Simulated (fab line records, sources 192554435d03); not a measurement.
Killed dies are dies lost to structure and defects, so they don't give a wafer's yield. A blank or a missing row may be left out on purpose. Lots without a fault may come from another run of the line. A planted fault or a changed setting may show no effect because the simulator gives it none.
Chamber matching | flow n5_finfet | N5_BEOL_M3_ALD_84 on ald_metal-01: 4 sister chambers
The step deposits TaN, pulse time 2 s, purge time 3 s, co reactant purge time 2 s. 8 wafers are shown with their chamber, then 8 later ones without.

WAFERS WITH THEIR CHAMBER
wafer  | chamber | heater_power_outer_w (W) | heater_power_w (W)
L078.4 | 1       | 193                      | 350
L078.5 | 3       | 225                      | 457
L084.1 | 1       | 192                      | 358
L085.1 | 0       | 264                      | 454
L088.1 | 0       | 257                      | 458
L088.3 | 3       | 224                      | 441
L088.5 | 2       | 296                      | 526
L091.2 | 2       | 291                      | 517

WAFERS WITHOUT THEIR CHAMBER
wafer  | heater_power_outer_w (W) | heater_power_w (W)
L091.3 | 255                      | 453
L091.4 | 196                      | 363
L094.2 | 197                      | 361
L094.3 | 225                      | 456
L094.5 | 193                      | 369
L097.1 | 229                      | 453
L097.4 | 190                      | 366
L097.5 | 225                      | 445

WHICH CHAMBER EACH WENT THROUGH
wafer  | from the rows above | in truth
L091.3 | 0                   | 0
L091.4 | 1                   | 1
L094.2 | 1                   | 1
L094.3 | 3                   | 3
L094.5 | 1                   | 1
L097.1 | 3                   | 3
L097.4 | 1                   | 1
L097.5 | 3                   | 3
Placed correctly: 8 of 8. Can't be placed from these rows: 0. Placed wrongly: 0.
How it was worked out, from the rows above alone: a wafer's distance from a chamber is the root of the sum, over the readings, of the square of ((its reading less the chamber's mean) divided by the reading's scatter). The wafer belongs to the nearest chamber; if the next one is less than 2 further off, it can't be placed. A chamber's mean is the mean of its shown wafers. The scatter: the root of (the sum of the squares of (reading less its chamber's mean) over the shown wafers, divided by (wafers less chambers)).
